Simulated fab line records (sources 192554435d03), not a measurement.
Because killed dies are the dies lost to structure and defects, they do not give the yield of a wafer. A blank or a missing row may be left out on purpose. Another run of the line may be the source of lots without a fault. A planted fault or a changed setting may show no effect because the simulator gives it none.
fab line records ; flow n5-finfet
record lots=6; wafers=18; last-day=18
route steps=1938 shown MIM_TOP_LITHO@1839 MIM_TOP_ETCH@1851 PASSIVATION@1936
lots that met no fault: from a run of the same line without faults
start-h: hours from the record's first day to the start of the lot's first wafer shown ; wait-h: how many hours have passed since the lot's step before this one ; " unchanged from the row above ; L1.1+2: one row covering several wafers at once ; - no value present, or no start provided ; * or withheld: withheld ; < > ~ a bound
route shown NAME@n: NAME is a module with steps in the file, n the number in the route of the first one ; usual: mean and standard deviation over wafers with no fault ; same: alike in all rows ; chamber/n: place in a boat ; sites: the reading at each site ; _std_site: how widely they spread, as a standard deviation ; _edge_site: the outer-site mean with the inner-site mean subtracted ; radius-mm: how far each site lies from the wafer's centre ; mask NAME#n: copy n ; behind: the last tool/chamber to shape the wafer ; hold: what put the lot on hold/how long, in hours/how the hold closed ; device: transistor that didn't switch, given as n, p or np ; end of line: the same wafers' tests at the end of the route ; for a step that has no rows: nothing shown but its recipe ; killed: not the wafer's yield, but the dies lost to structure and defects at the first sort ; map: a wafer's dies, x killed, . not, _ none there
set.NAME: the run value of the setting; set.NAME@STEP: its run value at that earlier step ; model.NAME: the simulator's own value behind a step, which no gauge read
lots seen at some steps along the route; tables by step, rows by wafer
services: a tool's chamber out of use, with start hour (start-h, from the record's first day; less than 0 if before it), hours out, and reason
## steps
# step N5_MIM_TOP_LITHO_HMDS_01
# recipe time-s=60; temp-c=120
# step N5_MIM_TOP_LITHO_COAT_02
# recipe spin-rpm=*; resist-thk-nm=*
# step N5_MIM_TOP_LITHO_EBR_04
# recipe solvent=PGMEA; ebr-width-mm=1.5
# step N5_MIM_TOP_LITHO_SOFTBAKE_03
# recipe temp-c=100; time-s=90
# step N5_MIM_TOP_LITHO_EXPOSE_05
# recipe mask-id=MIM_TOP; na=0.55; source-shape=conventional; sigma-outer=0.8; polarization=unpolarized; target-cd-nm=2000; dose-mj=20.5
# step N5_MIM_TOP_LITHO_PEB_06
# recipe peb-temp-c=withheld; peb-time-s=*
# step N5_MIM_TOP_LITHO_DEVELOP_07
# recipe develop-time-s=60; rinse-liquid=diw; dry=air-spin; dev-temp-c=21
# step N5_MIM_TOP_LITHO_HARDBAKE_09
# recipe temp-c=130; time-s=120
# step N5_MIM_TOP_LITHO_CD_MEAS_08
# recipe target-cd-nm=2000; landing-energy-ev=500; detector=se-inlens
# usual cd-nm=2000.6/1.9
lot.wafer;tool;chamber;start-h;wait-h;cd-nm
L103.4;cd-sem-01;0;262.46;-;1999.9
L103.5;cd-sem-01;0;262.46;-;2005.0
L103.6;cd-sem-01;0;262.46;-;1997.5
L104.2;cd-sem-01;0;275.97;-;2000.8
L104.5;cd-sem-01;0;275.97;-;1998.7
L104.6;cd-sem-01;0;275.97;-;1999.2
L109.2;cd-sem-01;0;323.10;-;2001.3
L109.4;cd-sem-01;0;323.10;-;2001.3
L109.5;cd-sem-01;0;323.10;-;2002.9
L114.2;cd-sem-02;0;338.16;-;2000.6
L114.4;cd-sem-02;0;338.16;-;1999.9
L114.6;cd-sem-02;0;338.16;-;2002.0
L117.2;cd-sem-01;0;350.85;-;2000.7
L117.4;cd-sem-01;0;350.85;-;2001.1
L117.6;cd-sem-01;0;350.85;-;1999.9
L125.2;cd-sem-02;0;411.70;-;1996.6
L125.3;cd-sem-02;0;411.70;-;1999.5
L125.4;cd-sem-02;0;411.70;-;2000.3
# step N5_MIM_TOP_LITHO_OVL_MEAS_11
# recipe points-per-wafer=44
# usual MIM_TOP_OVL=5/5.2
lot.wafer;tool;chamber;start-h;wait-h;MIM_TOP_OVL[nm]
L103.4;overlay-01;0;262.49;0.0;6
L103.5;overlay-01;0;262.49;0.0;3
L103.6;overlay-01;0;262.49;0.0;2
L104.2;overlay-02;0;276.00;0.0;7
L104.5;overlay-02;0;276.00;0.0;11
L104.6;overlay-02;0;276.00;0.0;9
L109.2;overlay-01;0;323.13;0.0;1
L109.4;overlay-01;0;323.13;0.0;6
L109.5;overlay-01;0;323.13;0.0;9
L114.2;overlay-01;0;338.19;0.0;11
L114.4;overlay-01;0;338.19;0.0;10
L114.6;overlay-01;0;338.19;0.0;10
L117.2;overlay-01;0;350.88;0.0;14
L117.4;overlay-01;0;350.88;0.0;4
L117.6;overlay-01;0;350.88;0.0;12
L125.2;overlay-02;0;411.73;0.0;6
L125.3;overlay-02;0;411.73;0.0;7
L125.4;overlay-02;0;411.73;0.0;8
# step N5_MIM_TOP_LITHO_INSPECT_12
# recipe mode=adi; inspect-instrument=macro
# usual raw-defect-count=2.2/1.3
lot.wafer;tool;chamber;start-h;wait-h;raw-defect-count
L103.4;defect-inspect-01;-;262.52;0.0;3
L103.5;defect-inspect-01;-;262.52;0.0;2
L103.6;defect-inspect-01;-;262.52;0.0;2
L104.2;defect-inspect-02;-;276.02;0.0;2
L104.5;defect-inspect-02;-;276.02;0.0;2
L104.6;defect-inspect-02;-;276.02;0.0;1
L109.2;defect-inspect-01;-;323.15;0.0;1
L109.4;defect-inspect-01;-;323.15;0.0;5
L109.5;defect-inspect-01;-;323.15;0.0;3
L114.2;defect-inspect-01;-;338.22;0.0;5
L114.4;defect-inspect-01;-;338.22;0.0;1
L114.6;defect-inspect-01;-;338.22;0.0;3
L117.2;defect-inspect-02;-;350.90;0.0;0
L117.4;defect-inspect-02;-;350.90;0.0;3
L117.6;defect-inspect-02;-;350.90;0.0;4
L125.2;defect-inspect-02;-;411.75;0.0;0
L125.3;defect-inspect-02;-;411.75;0.0;4
L125.4;defect-inspect-02;-;411.75;0.0;4
# step N5_MIM_TOP_LITHO_DESCUM_10
# recipe chemistry=O2; time-s=7.9; source-power-w=50; bias-power-w=20; pressure-mtorr=20; rf-frequency-hz=2.712e+07; temp-c=40; o2-flow-sccm=225
# usual chamber-pressure-mTorr=20.000/0.018; drypump-motor-current-A=5.7/0.41; oes-product-au=0.81/0.098; rf-vpp-V=243.3/1.4; showerhead-plenum-p-Torr=2.11/0.062; throttle-valve-pct=20.40/0.24
# same time-s=7.9
lot.wafer;tool;chamber;start-h;wait-h;chamber-pressure-mTorr;drypump-motor-current-A;oes-product-au;rf-hours-counter-h;rf-vpp-V;showerhead-plenum-p-Torr;throttle-valve-pct
L103.4;rie-diel-03;1;262.55;0.0;20.040;6.2;0.92;21;242.1;2.04;19.84
L103.5;rie-diel-03;2;262.55;0.0;20.007;5.6;0.72;-;242.9;2.11;20.75
L103.6;rie-diel-03;1;262.55;0.0;20.029;6.2;0.91;-;244.1;2.04;19.85
L104.2;rie-diel-03;2;276.05;0.0;20.025;5.6;0.72;175;241.4;2.11;20.74
L104.5;rie-diel-03;0;276.05;0.0;19.992;5.4;0.89;-;244.7;2.21;20.16
L104.6;rie-diel-03;3;276.05;0.0;19.965;6.0;0.80;-;242.3;2.14;20.46
L109.2;rie-diel-01;0;323.45;0.3;20.029;5.8;0.66;229;244.2;2.15;20.49
L109.4;rie-diel-01;0;323.45;0.3;19.991;5.8;0.66;-;244.8;2.15;20.48
L109.5;rie-diel-01;1;323.45;0.3;19.993;6.1;0.70;-;241.7;2.07;20.57
L114.2;rie-diel-01;1;338.26;0.0;20.002;6.1;0.70;243;243.0;2.07;20.56
L114.4;rie-diel-01;0;338.26;0.0;20.013;5.8;0.66;234;243.5;2.15;20.50
L114.6;rie-diel-01;2;338.26;0.0;19.994;5.1;0.80;-;242.0;2.03;20.40
L117.2;rie-diel-01;2;350.93;0.0;19.990;5.1;0.80;111;241.2;2.03;20.42
L117.4;rie-diel-01;3;350.93;0.0;19.999;5.8;0.96;7;243.6;2.15;20.57
L117.6;rie-diel-01;0;350.93;0.0;19.986;5.8;0.66;-;245.3;2.14;20.50
L125.2;rie-diel-01;1;411.78;0.0;19.984;6.0;0.94;11;243.4;2.06;20.18
L125.3;rie-diel-01;2;411.78;0.0;20.003;5.1;0.77;135;242.0;2.02;20.45
L125.4;rie-diel-01;3;411.78;0.0;20.010;5.8;0.90;33;243.9;2.14;20.61
# step N5_MIM_TOP_ETCH_ETCH_00
# recipe chemistry=Cl2/BCl3; target=TiN; target-depth-a=385; ion-energy-ev=150; pressure-mtorr=10; icp-w=1000; bias-w=126; Cl2_flow_sccm=53.25; bcl3-flow-sccm=21.75; Ar_flow_sccm=25
# usual bias-w=125.9/0.37; chamber-pressure-mTorr=9.999/0.0095; drypump-motor-current-A=5.8/0.35; oes-product-au=0.84/0.075; throttle-valve-pct=22.57/0.19
lot.wafer;tool;chamber;start-h;wait-h;bias-w;chamber-pressure-mTorr;drypump-motor-current-A;oes-product-au;rf-hours-counter-h;throttle-valve-pct
L103.4;rie-metal-03;1;262.67;0.1;126.3;9.981;5.8;0.96;-;22.64
L103.5;rie-metal-03;0;262.67;0.1;126.3;9.988;5.6;0.65;-;22.88
L103.6;rie-metal-03;1;262.67;0.1;125.7;9.989;5.8;0.96;-;22.63
L104.2;rie-metal-02;1;276.18;0.1;125.8;9.995;6.3;0.86;-;22.61
L104.5;rie-metal-02;1;276.18;0.1;126.2;9.995;6.3;0.86;-;22.61
L104.6;rie-metal-02;1;276.18;0.1;125.8;9.992;6.3;0.86;-;22.61
L109.2;rie-metal-01;1;323.53;0.1;126.0;10.008;5.8;0.83;28;22.70
L109.4;rie-metal-01;0;323.53;0.1;126.1;10.014;6.0;0.92;-;22.24
L109.5;rie-metal-01;0;323.53;0.1;125.9;9.994;6.0;0.92;-;22.24
L114.2;rie-metal-01;1;338.35;0.1;125.9;10.007;5.7;0.81;31;22.71
L114.4;rie-metal-01;0;338.35;0.1;119.4;10.017;6.1;0.89;-;22.24
L114.6;rie-metal-01;0;338.35;0.1;120.2;10.007;6.1;0.89;-;22.26
L117.2;rie-metal-01;0;351.02;0.1;120.5;9.994;6.1;0.89;12;22.26
L117.4;rie-metal-01;0;351.02;0.1;120.1;10.006;6.1;0.90;-;22.26
L117.6;rie-metal-01;0;351.02;0.1;120.7;10.009;6.1;0.88;-;22.26
L125.2;rie-metal-02;0;411.87;0.1;125.9;10.001;5.2;0.80;21;22.53
L125.3;rie-metal-02;0;411.87;0.1;125.9;9.993;5.2;0.80;-;22.53
L125.4;rie-metal-02;1;411.87;0.1;125.8;10.016;6.3;0.84;-;22.64
# step N5_MIM_TOP_ETCH_STRIP_01
# recipe chemistry=O2; power-w=600; temp-c=60; pressure-mtorr=30; rf-frequency-hz=6e+07; bias-power-w=0; overash-fraction=0.5; o2-flow-sccm=225
# usual chamber-pressure-mTorr=30.00/0.074; drypump-motor-current-A=5.4/0.43; oes-product-au=0.81/0.079; rf-vpp-V=3.7/1.3; showerhead-plenum-p-Torr=2.08/0.056; throttle-valve-pct=16.70/0.29
lot.wafer;tool;chamber;start-h;wait-h;chamber-pressure-mTorr;drypump-motor-current-A;oes-product-au;rf-hours-counter-h;rf-vpp-V;showerhead-plenum-p-Torr;throttle-valve-pct
L103.4;rie-diel-06;3;262.79;0.1;30.06;4.8;0.85;-;3.7;2.01;16.15
L103.5;rie-diel-06;1;262.79;0.1;29.91;6.3;0.83;-;6.7;2.20;16.47
L103.6;rie-diel-06;2;262.79;0.1;30.02;5.7;0.77;-;3.3;2.00;16.91
L104.2;rie-diel-04;3;276.40;0.2;29.98;4.8;0.94;29;4.2;2.05;16.29
L104.5;rie-diel-04;0;276.40;0.2;30.08;5.6;0.86;-;3.7;2.05;16.85
L104.6;rie-diel-04;1;276.40;0.2;29.98;5.3;0.69;-;4.9;2.08;17.12
L109.2;rie-diel-06;1;323.67;0.1;29.90;6.3;0.83;72;4.0;2.19;16.48
L109.4;rie-diel-06;0;323.67;0.1;30.08;5.1;0.92;9;3.5;2.10;16.89
L109.5;rie-diel-06;1;323.67;0.1;29.98;6.3;0.83;-;4.2;2.19;16.47
L114.2;rie-diel-04;3;338.50;0.1;30.10;4.8;0.87;49;4.4;2.05;16.34
L114.4;rie-diel-04;2;338.50;0.1;30.11;5.1;0.83;82;3.4;2.13;16.77
L114.6;rie-diel-04;2;338.50;0.1;30.00;5.2;0.82;-;3.5;2.13;16.82
L117.2;rie-diel-04;2;351.16;0.1;30.01;5.2;0.82;86;5.9;2.13;16.88
L117.4;rie-diel-04;1;351.16;0.1;29.97;5.4;0.68;237;3.9;2.07;17.14
L117.6;rie-diel-04;0;351.16;0.1;30.04;5.6;0.86;-;5.5;2.04;16.87
L125.2;rie-diel-04;2;412.05;0.1;30.05;5.2;0.78;106;2.8;2.13;16.86
L125.3;rie-diel-04;0;412.05;0.1;29.90;5.6;0.83;78;1.3;2.03;16.87
L125.4;rie-diel-04;3;412.05;0.1;30.06;4.8;0.85;74;2.6;2.04;16.37
# step N5_PASSIVATION_PROBE_49
# usual defect-limited-yield=91.5/1.5; killed_at_M0_to_M3=33/9.9; killed_at_M4_up=14/5.2; killed-at-contacts=11/5.2; killed-at-front-end=38/10; killed-at-other=4/3.5; killed-dies=100/18; killed-on-rim=13/4.1; killed-open=66/14; killed-short=32/6.9; sort_bin_4_leakage=0.00/0.027; sort_bin_5_function=5.0/1; sort_bin_6_memory=3.1/0.69; sort_bin_8_speed=0.03/0.26; sort-n-pass=1080/18; sort-yield-pct=91.5/1.5
# same gross-dies=1180; killed-at-back-side=0
lot.wafer;tool;chamber;start-h;wait-h;defect-limited-yield[%];killed_at_M0_to_M3;killed_at_M4_up;killed-at-contacts;killed-at-front-end;killed-at-other;killed-dies;killed-on-rim;killed-open;killed-short;sort_bin_4_leakage[%];sort_bin_5_function[%];sort_bin_6_memory[%];sort_bin_8_speed[%];sort-n-pass;sort-yield-pct[%]
L103.4;prober-02;-;272.98;0.2;90.3;49;9;8;42;6;114;23;72;41;0;5.9;3.1;0;1066;90.3
L103.5;prober-02;-;273.03;0.2;90.7;34;12;16;40;8;110;11;81;26;0;5.7;3.5;0;1070;90.7
L103.6;prober-02;-;273.08;0.3;89.5;49;15;6;46;8;124;20;81;42;0;6.9;3.2;0.08;1055;89.4
L104.2;prober-02;-;287.49;0.1;92.5;28;18;10;32;0;88;15;60;28;0;4.3;2.8;0;1092;92.5
L104.5;prober-02;-;287.64;0.2;93.0;25;13;2;40;3;83;11;57;26;0;3.5;3.3;0;1097;93.0
L104.6;prober-02;-;287.69;0.3;92.5;31;16;5;31;6;89;14;59;29;0;5.0;2.5;0;1091;92.5
L109.2;prober-02;-;333.66;0.2;91.0;47;15;13;30;1;106;16;72;34;0;5.7;3.1;0;1074;91.0
L109.4;prober-02;-;333.76;0.3;91.9;36;7;7;40;6;96;13;59;37;0;5.0;2.9;0;1084;91.9
L109.5;prober-02;-;333.81;0.3;92.3;28;17;7;34;5;91;12;56;35;0;4.6;2.6;0;1089;92.3
L114.2;prober-02;-;348.25;0.1;91.9;33;7;5;47;4;96;15;70;24;0;4.9;3.0;0.17;1082;91.7
L114.4;prober-02;-;348.35;0.2;91.4;33;8;10;38;12;101;11;62;32;0.08;5.4;2.9;0;1078;91.4
L114.6;prober-02;-;348.45;0.3;91.2;36;7;9;43;9;104;18;65;35;0;5.6;3.0;0;1076;91.2
L117.2;prober-02;-;360.08;0.1;92.5;24;15;8;39;3;89;12;54;35;0;4.7;2.6;0;1091;92.5
L117.4;prober-02;-;360.18;0.2;91.9;22;11;11;36;15;95;9;60;34;0;5.0;2.5;0;1085;91.9
L117.6;prober-02;-;360.28;0.3;93.5;17;6;8;39;7;77;8;45;32;0;3.3;3.1;0;1103;93.5
L125.2;prober-01;-;421.66;0.1;91.5;37;9;14;39;1;100;10;76;24;0;4.5;3.6;0;1080;91.5
L125.3;prober-01;-;421.71;0.1;89.6;47;11;17;41;7;123;16;83;40;0;5.3;4.7;0;1057;89.6
L125.4;prober-01;-;421.76;0.2;90.4;37;17;15;42;2;113;10;79;32;0;5.8;3.6;0;1067;90.4
# killed by level:class
L103.4 BEOL_M0_SAQP:geometric-particle:open=19 FIN_SAQP:geometric-particle:open=15 BEOL_M0_SAQP:geometric-particle:short=13 FIN_SAQP:geometric-particle:short=11 MOL_CONTACT_COAG:geometric-particle:open=6 BEOL_M1:geometric-particle:open=4 STI_FIN_REVEAL:geometric-particle:open=4 BEOL_M2:geometric-particle:open=4
L103.5 FIN_SAQP:geometric-particle:open=18 MOL_CONTACT_COAG:geometric-particle:open=12 STI_FIN_REVEAL:geometric-particle:open=11 BEOL_M3:geometric-particle:open=10 BEOL_M0_SAQP:geometric-particle:short=6 BEOL_M0_SAQP:geometric-particle:open=6 BEOL_M2:geometric-particle:open=5 FIN_SAQP:geometric-particle:short=4
L103.6 BEOL_M0_SAQP:geometric-particle:short=13 BEOL_M3:geometric-particle:open=11 BEOL_M1:geometric-particle:open=9 FIN_SAQP:geometric-particle:open=8 STI_FIN_REVEAL:geometric-particle:open=8 BEOL_M0_SAQP:geometric-particle:open=8 FIN_SAQP:geometric-particle:short=7 DUMMY_GATE:geometric-particle:open=7
L104.2 BEOL_M3:geometric-particle:open=9 MOL_CONTACT_COAG:geometric-particle:open=8 STI_FIN_REVEAL:geometric-particle:open=7 FIN_SAQP:geometric-particle:short=6 BEOL_M1:geometric-particle:open=5 BEOL_M0_SAQP:geometric-particle:open=4 BEOL_M4:geometric-particle:open=4 FIN_SAQP:geometric-particle:open=3
L104.5 FIN_SAQP:geometric-particle:open=12 BEOL_M0_SAQP:geometric-particle:open=9 STI_FIN_REVEAL:geometric-particle:open=6 FIN_SAQP:geometric-particle:short=5 BEOL_M4:geometric-particle:open=5 STARTING-WAFER:geometric-particle:short=5 STI_FIN_REVEAL:geometric-particle:short=3 BEOL_M0_SAQP:geometric-particle:short=3
L104.6 STI_FIN_REVEAL:geometric-particle:open=11 FIN_SAQP:geometric-particle:short=9 BEOL_M0_SAQP:geometric-particle:open=8 BEOL_M3:geometric-particle:open=7 BEOL_M1:geometric-particle:open=5 FIN_SAQP:geometric-particle:open=4 MOL_CONTACT_COAG:geometric-particle:open=4 BEOL_M3:geometric-particle:short=4
L109.2 BEOL_M2:geometric-particle:open=14 BEOL_M0_SAQP:geometric-particle:short=12 MOL_CONTACT_COAG:geometric-particle:open=11 STI_FIN_REVEAL:geometric-particle:open=10 BEOL_M0_SAQP:geometric-particle:open=9 BEOL_M4:geometric-particle:open=6 FIN_SAQP:geometric-particle:short=5 FIN_SAQP:geometric-particle:open=5
L109.4 BEOL_M0_SAQP:geometric-particle:open=13 BEOL_M0_SAQP:geometric-particle:short=11 FIN_SAQP:geometric-particle:open=8 FIN_SAQP:geometric-particle:short=7 MOL_CONTACT_COAG:geometric-particle:open=6 STARTING-WAFER:geometric-particle:open=6 STI_FIN_REVEAL:geometric-particle:open=4 BEOL_M2:geometric-particle:open=4
L109.5 BEOL_M0_SAQP:geometric-particle:short=11 STI_FIN_REVEAL:geometric-particle:open=9 BEOL_M0_SAQP:geometric-particle:open=9 BEOL_M4:geometric-particle:open=7 MOL_CONTACT_COAG:geometric-particle:open=5 BEOL_M4:geometric-particle:short=5 STARTING-WAFER:geometric-particle:short=5 FIN_SAQP:geometric-particle:open=4
L114.2 STI_FIN_REVEAL:geometric-particle:open=14 FIN_SAQP:geometric-particle:open=11 BEOL_M1:geometric-particle:open=9 BEOL_M0_SAQP:geometric-particle:open=7 BEOL_M3:geometric-particle:open=6 FIN_SAQP:geometric-particle:short=5 GATE_CUT:geometric-particle:short=4 BEOL_M0_SAQP:geometric-particle:short=4
L114.4 BEOL_M1:geometric-particle:open=12 FIN_SAQP:geometric-particle:open=8 MOL_CONTACT_COAG:geometric-particle:open=7 BEOL_M0_SAQP:geometric-particle:short=7 PASSIVATION:area-etch=7 FIN_SAQP:geometric-particle:short=6 DUMMY_GATE:geometric-particle:open=6 BEOL_M3:geometric-particle:open=6
L114.6 BEOL_M0_SAQP:geometric-particle:open=14 STI_FIN_REVEAL:geometric-particle:open=11 BEOL_M0_SAQP:geometric-particle:short=10 FIN_SAQP:geometric-particle:short=7 MOL_CONTACT_COAG:geometric-particle:open=7 FIN_SAQP:geometric-particle:open=5 BEOL_M1:geometric-particle:open=5 STARTING-WAFER:geometric-particle:open=5
L117.2 FIN_SAQP:geometric-particle:short=6 STI_FIN_REVEAL:geometric-particle:open=6 DUMMY_GATE:geometric-particle:open=6 BEOL_M4:geometric-particle:open=6 MOL_CONTACT_COAG:geometric-particle:open=5 BEOL_M3:geometric-particle:short=5 FIN_SAQP:geometric-particle:open=4 GATE_CUT:geometric-particle:open=4
L117.4 MOL_CONTACT_COAG:geometric-particle:open=8 FIN_SAQP:geometric-particle:short=5 STI_FIN_REVEAL:geometric-particle:open=5 BEOL_M2:geometric-particle:open=5 BEOL_M4:geometric-particle:open=5 FIN_SAQP:geometric-particle:open=4 GATE_CUT:geometric-particle:short=4 BEOL_M0_SAQP:geometric-particle:short=4
L117.6 FIN_SAQP:geometric-particle:short=7 BEOL_M2:geometric-particle:open=7 GATE_CUT:geometric-particle:short=6 MOL_CONTACT_COAG:geometric-particle:open=6 STI_FIN_REVEAL:geometric-particle:open=5 STARTING-WAFER:geometric-particle:open=5 ILD0:geometric-particle:short=4 FIN_SAQP:geometric-particle:open=3
L125.2 STI_FIN_REVEAL:geometric-particle:open=12 BEOL_M3:geometric-particle:open=12 MOL_CONTACT_COAG:geometric-particle:open=10 DUMMY_GATE:geometric-particle:open=9 BEOL_M0_SAQP:geometric-particle:open=8 BEOL_M2:geometric-particle:open=8 GATE_CUT:geometric-particle:short=4 MOL_CONTACT_COAG:geometric-particle:short=4
L125.3 BEOL_M3:geometric-particle:open=15 MOL_CONTACT_COAG:geometric-particle:open=15 FIN_SAQP:geometric-particle:open=14 BEOL_M0_SAQP:geometric-particle:open=10 BEOL_M3:geometric-particle:short=7 FIN_SAQP:geometric-particle:short=6 BEOL_M0_SAQP:geometric-particle:short=6 STARTING-WAFER:geometric-particle:short=5
L125.4 MOL_CONTACT_COAG:geometric-particle:open=13 STI_FIN_REVEAL:geometric-particle:open=11 BEOL_M3:geometric-particle:open=11 FIN_SAQP:geometric-particle:open=7 FIN_SAQP:geometric-particle:short=6 BEOL_M0_SAQP:geometric-particle:short=6 BEOL_M2:geometric-particle:open=6 BEOL_M3:geometric-particle:short=5
## services
tool;chamber;start-h;hours;kind
rie-metal-03;-;243.62;1.0;repair
rie-diel-01;0;265.24;2.7;repair
rie-diel-03;3;269.14;2.9;repair
rie-diel-03;0;276.55;9.1;repair
rie-diel-04;0;281.69;8.8;repair
rie-metal-02;1;284.88;5.2;repair
rie-diel-03;0;288.37;9.7;repair
rie-diel-06;3;296.55;2.8;repair
rie-diel-01;3;310.63;-;clean
rie-diel-01;3;310.63;-;consumable-replace:focus-ring
rie-diel-01;3;310.63;18.1;scheduled-down
rie-diel-01;3;310.63;18.1;vent-cycle
rie-diel-03;3;317.24;16.4;repair
rie-metal-02;1;336.28;8.6;repair
rie-diel-06;1;338.64;6.6;repair
rie-diel-04;0;351.31;15.8;repair
rie-diel-01;1;351.51;-;clean
rie-diel-01;1;351.51;-;consumable-replace:focus-ring
rie-diel-01;1;351.51;29.7;scheduled-down
rie-diel-01;1;351.51;29.7;vent-cycle
rie-diel-06;0;367.43;7.2;repair
rie-diel-06;3;369.77;1.9;repair
rie-diel-01;0;381.19;-;clean
rie-diel-04;1;388.08;15.1;repair
## key
first-sign step=N5_MIM_TOP_ETCH_ETCH_00; reading=bias-w; direction=down; sigmas=16; usual=*; struck=*
effect none on later readings
met-at N5_MIM_TOP_ETCH_ETCH_00
struck-wafers L114.4,L114.6,L117.2,L117.4,L117.6
onset-between 323.53 338.35
fault kind=process-parameter-drift; tool=rie-metal-01; chamber=0; onset-h=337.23; steps=N5_MIM_TOP_ETCH_ETCH_00; channel=bias-w; offset=*; shape=step; end-h=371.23; acts-in=*; stated=*
